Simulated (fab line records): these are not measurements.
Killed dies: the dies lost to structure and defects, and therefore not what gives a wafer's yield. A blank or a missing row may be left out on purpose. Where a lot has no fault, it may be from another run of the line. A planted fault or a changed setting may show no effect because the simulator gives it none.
One fault seen from 2 desks / flow n5Finfet / every desk sees just its own numbers, and what lay behind them comes last

## AT THE TOOL OWNER'S DESK: lithoTrack-04
The tool's own readings at N5_BEOL_M8_COAT_71 (time 60 s, resist thk 5 nm): means of the sampled wafers that have a number, for each lot that ran on this tool. Any lot whose mean is over 4 standard deviations away from the usual mean is out of limits and marked OUT; that distance is given in the brackets.
Columns: A = resistLineTempC at N5_BEOL_M8_COAT_71, usual 23.02 C; B = spinSpeedRpm at N5_BEOL_M8_COAT_71, usual 1500.0 rpm
lot=L623; first seen here=day 11 20:02; A=22.87; B=1500.5
lot=L628; first seen here=day 12 04:10; A=23.10; B=1446.4 (-49) OUT
lot=L630; first seen here=day 13 07:20; A=23.15; B=1445.7 (-49) OUT
This desk's finding: out of limits on L628, L630; first on L628, day 12 04:10 (spinSpeedRpm at N5_BEOL_M8_COAT_71). L623 stayed within limits.

## FROM THE METROLOGY DESK
What the gauges read, lot by lot, whatever tool the lot ran on: means of the sampled wafers that have a number. Any lot whose mean is over 4 standard deviations away from the usual mean is out of limits and marked OUT; that distance is given in the brackets.
Columns: A = M8_OVL at N5_BEOL_M8_OVL_MEAS_12, usual 0.1 nm; B = cdNm at N5_BEOL_M8_CD_MEAS_28, usual 39.97 nm
lot=L622; first seen here=day 10 10:04; A=0.3; B=40.13
lot=L623; first seen here=day 11 07:40; A=-0.1; B=40.12
lot=L624; first seen here=day 11 08:03; A=0.1; B=39.89
lot=L628; first seen here=day 12 02:16; A=0.4; B=40.12
lot=L630; first seen here=day 13 03:38; A=0.3; B=39.77
lot=L631; first seen here=day 13 08:32; A=0.2; B=39.93
lot=L632; first seen here=day 14 03:56; A=-0.3; B=40.12
lot=L633; first seen here=day 14 07:41; A=-1.1; B=39.92
lot=L635; first seen here=day 15 05:01; A=-0.5; B=39.91
lot=L639; first seen here=day 16 15:53; A=0.4; B=39.59
lot=L638; first seen here=day 16 20:35; A=0.6; B=39.90
lot=L643; first seen here=day 17 18:44; A=-0.0; B=39.92
Result from this desk: across the 12 lots, nothing is out of limits.

## ALL TOGETHER
At day 12 04:10, on L628, L630, the tool owner's desk was in a position to raise an alarm.
From the metrology desk's view, nothing was out of limits.
The metrology desk has L628, L630 on record, within its limits.
Every lot named ran N5_BEOL_M8_COAT_71 on lithoTrack-04.

## WHAT THE SIMULATOR HAD PUT IN
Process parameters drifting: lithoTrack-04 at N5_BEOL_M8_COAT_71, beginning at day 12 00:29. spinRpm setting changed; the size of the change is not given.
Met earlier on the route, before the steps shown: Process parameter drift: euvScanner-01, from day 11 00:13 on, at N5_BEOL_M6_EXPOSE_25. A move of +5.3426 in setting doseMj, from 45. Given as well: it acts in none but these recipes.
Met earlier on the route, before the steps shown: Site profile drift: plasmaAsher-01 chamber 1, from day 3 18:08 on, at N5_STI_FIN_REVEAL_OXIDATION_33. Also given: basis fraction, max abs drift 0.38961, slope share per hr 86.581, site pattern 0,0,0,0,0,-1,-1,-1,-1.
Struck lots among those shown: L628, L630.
Time in hours from fault onset to the first out-of-limits reading at each desk: the tool owner's desk, 4.
